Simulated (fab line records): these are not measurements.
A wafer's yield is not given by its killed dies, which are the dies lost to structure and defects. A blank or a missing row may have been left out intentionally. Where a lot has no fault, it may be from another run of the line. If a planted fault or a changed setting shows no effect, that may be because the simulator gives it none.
Which of the tools did it? | flow nand_harc | 24 wafers from 8 lots sampled at 9 of the route's 1302 steps

## WHAT THE GAUGES READ, wafer by wafer
NHARC_A_CHANNEL_HOLE_D1_CD_MEAS_10: the cd target is 100 nm. Usual: 100.0 nm for cd_nm, sd 0.49.
lot  | measured     | on        | cd_nm (nm)        | flag
L171 | day 8 17:43  | cd_sem-02 | 99.8 99.4 99.0    |
L173 | day 9 16:52  | cd_sem-01 | 100.1 100.4 100.0 |
L174 | day 10 00:44 | cd_sem-01 | 99.4 100.0 99.2   |
L176 | day 10 19:12 | cd_sem-01 | 100.5 99.4 99.4   |
L188 | day 15 22:23 | cd_sem-02 | 110.8 100.5 100.9 | OFF
L190 | day 16 20:40 | cd_sem-01 | 99.9 100.0 100.3  |
L191 | day 17 07:57 | cd_sem-03 | 100.0 100.3 99.8  |
L193 | day 17 23:09 | cd_sem-01 | 99.6 100.2 100.7  |

NHARC_A_CHANNEL_HOLE_D1_CD_MEAS_30. Usual: 89.8 nm for cd_nm, sd 1.1.
lot  | measured     | on        | cd_nm (nm)      | flag
L171 | day 9 00:36  | cd_sem-01 | 89.9 87.9 89.2  |
L173 | day 10 03:08 | cd_sem-02 | 89.6 92.3 89.2  |
L174 | day 10 09:52 | cd_sem-02 | 90.3 89.3 88.6  |
L176 | day 11 03:23 | cd_sem-01 | 90.7 90.3 88.3  |
L188 | day 16 05:18 | cd_sem-01 | 101.7 89.3 91.2 | OFF
L190 | day 17 04:52 | cd_sem-01 | 90.7 89.2 90.5  |
L191 | day 17 16:35 | cd_sem-01 | 88.8 91.2 89.6  |
L193 | day 18 06:02 | cd_sem-03 | 88.6 89.4 88.5  |

NHARC_END_WLT_00. Usual: VT_DECK1_BOTTOM 0.874, standard deviation 0.0087; VT_DECK1_BOTTOM_INNER 0.874, standard deviation 0.009; VT_DECK1_MEDIAN_NEAR_BOTTOM 0.875, standard deviation 0.0094; VT_DECK1_MEDIAN_NEAR_BOTTOM_INNER 0.874, standard deviation 0.01; VT_DECK1_MIDDLE 0.887, standard deviation 0.01; VT_DECK1_MIDDLE_INNER 0.887, standard deviation 0.0092; VT_DECK1_TOP 0.899, standard deviation 0.01; VT_DECK1_TOP_INNER 0.899, standard deviation 0.0094; VT_DECK2_BOTTOM 0.875, standard deviation 0.0076; VT_DECK2_BOTTOM_INNER 0.876, standard deviation 0.0072; VT_DECK2_MEDIAN_NEAR_BOTTOM 0.876, standard deviation 0.0075; VT_DECK2_MEDIAN_NEAR_BOTTOM_INNER 0.877, standard deviation 0.0082; VT_DECK2_MIDDLE 0.889, standard deviation 0.0073; VT_DECK2_MIDDLE_INNER 0.889, standard deviation 0.0081; VT_DECK2_TOP 0.901, standard deviation 0.0074; VT_DECK2_TOP_INNER 0.901, standard deviation 0.0073.
lot  | measured     | on        | VT_DECK1_BOTTOM   | VT_DECK1_BOTTOM_INNER | VT_DECK1_MEDIAN_NEAR_BOTTOM | VT_DECK1_MEDIAN_NEAR_BOTTOM_INNER | VT_DECK1_MIDDLE   | VT_DECK1_MIDDLE_INNER | VT_DECK1_TOP      | VT_DECK1_TOP_INNER | VT_DECK2_BOTTOM   | VT_DECK2_BOTTOM_INNER | VT_DECK2_MEDIAN_NEAR_BOTTOM | VT_DECK2_MEDIAN_NEAR_BOTTOM_INNER | VT_DECK2_MIDDLE   | VT_DECK2_MIDDLE_INNER | VT_DECK2_TOP      | VT_DECK2_TOP_INNER | flag
L171 | day 24 17:49 | prober-02 | 0.861 0.858 0.862 | 0.868 0.851 0.863     | 0.866 0.851 0.857           | 0.861 0.866 0.865                 | 0.873 0.871 0.870 | 0.874 0.872 0.871     | 0.890 0.886 0.875 | 0.890 0.887 0.889  | 0.882 0.875 0.888 | 0.876 0.876 0.884     | 0.891 0.876 0.878           | 0.886 0.885 0.881                 | 0.907 0.903 0.894 | 0.912 0.892 0.898     | 0.912 0.907 0.916 | 0.909 0.908 0.905  |
L173 | day 25 03:04 | prober-01 | 0.869 0.885 0.873 | 0.880 0.883 0.871     | 0.875 0.887 0.883           | 0.876 0.884 0.871                 | 0.892 0.892 0.895 | 0.890 0.895 0.885     | 0.892 0.906 0.901 | 0.907 0.909 0.913  | 0.868 0.872 0.869 | 0.867 0.867 0.869     | 0.866 0.872 0.865           | 0.872 0.876 0.872                 | 0.883 0.880 0.891 | 0.890 0.885 0.882     | 0.901 0.894 0.902 | 0.890 0.897 0.895  |
L174 | day 25 14:37 | prober-02 | 0.881 0.880 0.881 | 0.874 0.874 0.868     | 0.885 0.881 0.876           | 0.880 0.874 0.870                 | 0.891 0.892 0.882 | 0.885 0.882 0.885     | 0.893 0.899 0.906 | 0.906 0.901 0.906  | 0.883 0.895 0.886 | 0.878 0.889 0.882     | 0.887 0.893 0.888           | 0.880 0.891 0.887                 | 0.894 0.894 0.892 | 0.904 0.900 0.901     | 0.915 0.912 0.909 | 0.916 0.907 0.908  |
L176 | day 26 10:49 | prober-02 | 0.873 0.880 0.872 | 0.877 0.879 0.873     | 0.875 0.883 0.876           | 0.884 0.878 0.872                 | 0.889 0.885 0.893 | 0.897 0.891 0.881     | 0.906 0.901 0.904 | 0.908 0.905 0.899  | 0.881 0.891 0.894 | 0.888 0.889 0.889     | 0.883 0.890 0.887           | 0.889 0.896 0.892                 | 0.894 0.898 0.902 | 0.896 0.896 0.901     | 0.904 0.919 0.912 | 0.913 0.916 0.907  |
L188 | day 32 11:59 | prober-01 | 0.900 0.878 0.877 | 0.904 0.868 0.874     | 0.909 0.869 0.880           | 0.900 0.879 0.872                 | 0.914 0.883 0.881 | 0.915 0.884 0.885     | 0.912 0.888 0.904 | 0.919 0.902 0.903  | 0.864 0.869 0.875 | 0.871 0.881 0.874     | 0.867 0.876 0.875           | 0.876 0.879 0.873                 | 0.887 0.886 0.879 | 0.889 0.895 0.878     | 0.899 0.901 0.892 | 0.900 0.912 0.899  |
L190 | day 33 00:34 | prober-02 | 0.876 0.876 0.888 | 0.884 0.876 0.888     | 0.889 0.876 0.873           | 0.894 0.881 0.885                 | 0.900 0.903 0.896 | 0.902 0.897 0.904     | 0.907 0.919 0.914 | 0.907 0.908 0.902  | 0.878 0.875 0.876 | 0.869 0.875 0.879     | 0.874 0.880 0.879           | 0.875 0.878 0.878                 | 0.894 0.885 0.889 | 0.885 0.890 0.887     | 0.901 0.903 0.899 | 0.900 0.910 0.900  |
L191 | day 33 08:23 | prober-01 | 0.876 0.883 0.874 | 0.877 0.876 0.877     | 0.871 0.884 0.874           | 0.871 0.882 0.867                 | 0.885 0.894 0.890 | 0.889 0.884 0.890     | 0.906 0.901 0.897 | 0.901 0.905 0.905  | 0.874 0.858 0.870 | 0.874 0.866 0.866     | 0.872 0.862 0.863           | 0.872 0.857 0.867                 | 0.886 0.883 0.884 | 0.881 0.875 0.885     | 0.894 0.883 0.893 | 0.895 0.891 0.893  |
L193 | day 34 01:38 | prober-01 | 0.868 0.867 0.862 | 0.861 0.866 0.869     | 0.860 0.871 0.869           | 0.854 0.872 0.864                 | 0.877 0.879 0.886 | 0.874 0.870 0.878     | 0.885 0.886 0.888 | 0.883 0.887 0.886  | 0.860 0.868 0.864 | 0.865 0.868 0.869     | 0.864 0.872 0.865           | 0.866 0.867 0.871                 | 0.880 0.884 0.884 | 0.878 0.881 0.878     | 0.892 0.886 0.901 | 0.902 0.890 0.891  |

NHARC_END_SORT_01. Usual: killed_at_array 63, standard deviation 17; killed_at_other 0.8, standard deviation 1.1; killed_at_periphery 3.5, standard deviation 3; killed_dies 67, standard deviation 17; killed_open 3.1, standard deviation 1.6; killed_short 2.6, standard deviation 1.4.
lot  | measured     | on        | killed_at_array | killed_at_other | killed_at_periphery | killed_dies | killed_open | killed_short | flag
L188 | day 32 14:59 | prober-01 | 69 57 58        | 0 0 0           | 2 2 1               | 71 59 59    | 6 4 2       | 3 2 4        |

## EACH LOT AND THE TOOL THAT RAN IT (in order: tool; ch and the chambers of the sampled wafers; start)
lot  | NHARC_A_CHANNEL_HOLE_D1_PEB_08    | NHARC_A_CHANNEL_HOLE_D1_ETCH_38    | NHARC_A_CHANNEL_HOLE_D1_ETCH_19  | NHARC_A_CHANNEL_HOLE_D1_ETCH_44    | NHARC_A_CHANNEL_HOLE_D1_XSEM_31
L171 | litho_track-01 ch 0, day 8 17:38  | rie_diel-11 ch 0,2, day 8 17:59    | har_etch-02 ch 0,1, day 8 19:05  | rie_diel-11 ch 0,1, day 8 23:48    | xsem-02 ch 0, day 9 00:42
L173 | litho_track-01 ch 0, day 9 16:46  | rie_diel-11 ch 0,1,3, day 9 17:08  | har_etch-01 ch 0,1, day 9 21:38  | rie_diel-01 ch 0,3, day 10 02:17   | xsem-02 ch 0, day 10 03:13
L174 | litho_track-01 ch 0, day 10 00:39 | rie_diel-11 ch 0,1,3, day 10 01:01 | har_etch-02 ch 1, day 10 04:19   | rie_diel-11 ch 0,1,3, day 10 09:05 | xsem-01 ch 0, day 10 09:58
L176 | litho_track-01 ch 0, day 10 19:07 | rie_diel-11 ch 0,1,3, day 10 19:29 | har_etch-01 ch 0,1, day 10 21:52 | rie_diel-11 ch 0,1,2, day 11 02:35 | xsem-02 ch 0, day 11 03:29
L188 | litho_track-01 ch 0, day 15 22:19 | rie_diel-11 ch 0,1,3, day 15 22:40 | har_etch-01 ch 0,1, day 15 23:45 | rie_diel-11 ch 0,2,3, day 16 04:28 | xsem-02 ch 0, day 16 05:24
L190 | litho_track-06 ch 0, day 16 20:35 | rie_diel-11 ch 0,2,3, day 16 20:56 | har_etch-01 ch 0,1, day 16 23:23 | rie_diel-11 ch 1,2, day 17 04:05   | xsem-01 ch 0, day 17 04:57
L191 | litho_track-06 ch 0, day 17 07:52 | rie_diel-01 ch 0,2, day 17 08:13   | har_etch-01 ch 0,1, day 17 11:07 | rie_diel-11 ch 1,2,3, day 17 15:48 | xsem-02 ch 0, day 17 16:41
L193 | litho_track-04 ch 0, day 17 23:04 | rie_diel-11 ch 1,2,3, day 17 23:26 | har_etch-02 ch 0,1, day 18 00:31 | rie_diel-11 ch 0,1, day 18 05:14   | xsem-01 ch 0, day 18 06:07
- NHARC_A_CHANNEL_HOLE_D1_PEB_08: peb time 65 s.
- NHARC_A_CHANNEL_HOLE_D1_ETCH_38: etches the open film in CF4, target depth 39 nm, time 65 s.
- NHARC_A_CHANNEL_HOLE_D1_ETCH_19: etches the open film in C4F8/O2/Ar, time 34.5 s.
- NHARC_A_CHANNEL_HOLE_D1_ETCH_44: etches the open film in CF4/O2, target depth 140 nm, overetch 14 nm, time 77 s.
- NHARC_A_CHANNEL_HOLE_D1_XSEM_31

## AS READ BY THE TOOLS THEMSELVES (means over the sampled wafers that have a number; for cases with no such wafer, the mark the record gives instead)
NHARC_A_CHANNEL_HOLE_D1_PEB_08. Usual: 23.02 C for resist_line_temp_C, sd 0.13.
lot  | tool           | resist_line_temp_C (C) | flag
L171 | litho_track-01 | 23.00                  |
L173 | litho_track-01 | 23.12                  |
L174 | litho_track-01 | 22.93                  |
L176 | litho_track-01 | 23.01                  |
L188 | litho_track-01 | 22.86                  |
L190 | litho_track-06 | 23.16                  |
L191 | litho_track-06 | 23.03                  |
L193 | litho_track-04 | 23.07                  |

NHARC_A_CHANNEL_HOLE_D1_ETCH_38. Usual: drypump_motor_current_A 5.6 A, standard deviation 0.53; oes_product_au 1.004 a.u., standard deviation 0.011; rf_vpp_V 150.9 V, standard deviation 1.2; showerhead_plenum_p_Torr 1.74 Torr, standard deviation 0.054; throttle_valve_pct 13.285 %, standard deviation 0.009.
lot  | tool        | drypump_motor_current_A (A) | oes_product_au (a.u.) | rf_vpp_V (V) | showerhead_plenum_p_Torr (Torr) | throttle_valve_pct (%) | flag
L171 | rie_diel-11 | 5.0                         | 1.012                 | 151.8        | 1.79                            | 13.288                 |
L173 | rie_diel-11 | 5.8                         | 1.001                 | 151.1        | 1.73                            | 13.285                 |
L174 | rie_diel-11 | 5.7                         | 0.994                 | 150.5        | 1.73                            | 13.282                 |
L176 | rie_diel-11 | 5.8                         | 0.993                 | 150.8        | 1.73                            | 13.287                 |
L188 | rie_diel-11 | 5.8                         | 1.007                 | 150.6        | 1.73                            | 13.280                 |
L190 | rie_diel-11 | 5.5                         | 1.005                 | 152.1        | 1.77                            | 13.288                 |
L191 | rie_diel-01 | 6.1                         | 1.001                 | 151.4        | 1.79                            | 13.282                 |
L193 | rie_diel-11 | 5.6                         | 1.001                 | 151.0        | 1.72                            | 13.287                 |

NHARC_A_CHANNEL_HOLE_D1_ETCH_19. Usual: drypump_motor_current_A 5.7 A, standard deviation 0.51; showerhead_plenum_p_Torr 3.69 Torr, standard deviation 0.11; throttle_valve_pct 37.038 %, standard deviation 0.0092.
lot  | tool        | drypump_motor_current_A (A) | showerhead_plenum_p_Torr (Torr) | throttle_valve_pct (%) | flag
L171 | har_etch-02 | 5.6                         | 3.81                            | 37.034                 |
L173 | har_etch-01 | 5.7                         | 3.63                            | 37.035                 |
L174 | har_etch-02 | 5.1                         | 3.80                            | 37.030                 |
L176 | har_etch-01 | 6.0                         | 3.69                            | 37.039                 |
L188 | har_etch-01 | 6.0                         | 3.65                            | 37.042                 |
L190 | har_etch-01 | 6.0                         | 3.64                            | 37.027                 |
L191 | har_etch-01 | 5.7                         | 3.57                            | 37.028                 |
L193 | har_etch-02 | 5.4                         | 3.75                            | 37.036                 |

NHARC_A_CHANNEL_HOLE_D1_ETCH_44. Usual: drypump_motor_current_A 5.5 A, standard deviation 0.55; oes_product_au 1.004 a.u., standard deviation 0.01; rf_vpp_V 197.5 V, standard deviation 1.3; showerhead_plenum_p_Torr 1.32 Torr, standard deviation 0.048; throttle_valve_pct 13.397 %, standard deviation 0.009.
lot  | tool        | drypump_motor_current_A (A) | oes_product_au (a.u.) | rf_vpp_V (V) | showerhead_plenum_p_Torr (Torr) | throttle_valve_pct (%) | flag
L171 | rie_diel-11 | 5.4                         | 1.005                 | 196.1        | 1.29                            | 13.398                 |
L173 | rie_diel-01 | 5.5                         | 1.006                 | 197.8        | 1.31                            | 13.398                 |
L174 | rie_diel-11 | 5.8                         | 0.994                 | 197.3        | 1.31                            | 13.399                 |
L176 | rie_diel-11 | 5.2                         | 1.010                 | 197.0        | 1.32                            | 13.399                 |
L188 | rie_diel-11 | 5.5                         | 0.998                 | 197.7        | 1.33                            | 13.388                 |
L190 | rie_diel-11 | 5.0                         | 1.002                 | 197.5        | 1.31                            | 13.397                 |
L191 | rie_diel-11 | 5.6                         | 1.001                 | 197.1        | 1.30                            | 13.397                 |
L193 | rie_diel-11 | 5.4                         | 1.020                 | 197.5        | 1.32                            | 13.406                 |

NHARC_A_CHANNEL_HOLE_D1_XSEM_31. Usual: bot_cd_nm 74.4 nm, standard deviation 1.3; bow_nm 8.7 nm, standard deviation 0.32; tilt_deg 0.08 degrees, standard deviation 0.038.
lot  | tool    | bot_cd_nm (nm) | bow_nm (nm) | tilt_deg (degrees) | flag
L171 | xsem-02 | 72.8           | 9.0         | 0.05               |
L173 | xsem-02 | 73.7           | 8.5         | 0.09               |
L174 | xsem-01 | 73.8           | 8.4         | 0.12               |
L176 | xsem-02 | 75.3           | 8.4         | 0.17               |
L188 | xsem-02 | 78.7           | 8.4         | 0.08               | OFF
L190 | xsem-01 | 74.8           | 9.0         | 0.05               |
L191 | xsem-02 | 74.0           | 8.4         | 0.09               |
L193 | xsem-01 | 73.3           | 9.6         | 0.12               |

## THE ANSWER, worked out from the rows above alone
Rule: a lot is off if the mean of its wafers that have a number lies more than 3 standard deviations from the usual mean. A lot without any number at a reading at which 4 lots or more have one is off too. The other lots that the step has rows for count as sound. Order of review: gauges by route order, followed by the tools' own readings, for which a lot's mean as printed above is used. The first step at which some lot is off is used, and at that step the reading that is off furthest; a lot without a number counts as furthest.
Off: L188, at NHARC_A_CHANNEL_HOLE_D1_CD_MEAS_10 (cd_nm).
A tool fits if, at a process step before that reading, it ran every lot that is off, and no sound lot after the first of them. Not tried: the gauges at NHARC_A_CHANNEL_HOLE_D1_CD_MEAS_10; whatever is off there is also off at NHARC_A_CHANNEL_HOLE_D1_CD_MEAS_30, on other tools, and gauge error can't account for it. One fits: litho_track-01 at NHARC_A_CHANNEL_HOLE_D1_PEB_08. A fault onset in the window from L176 (day 10 19:07, its last sound lot) to L188 (day 15 22:19, its first lot off) fits.

## WHAT THE SIMULATOR HAD INSERTED
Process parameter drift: litho_track-01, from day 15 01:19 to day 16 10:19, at NHARC_A_CHANNEL_HOLE_D1_PEB_08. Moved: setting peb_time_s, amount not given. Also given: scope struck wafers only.
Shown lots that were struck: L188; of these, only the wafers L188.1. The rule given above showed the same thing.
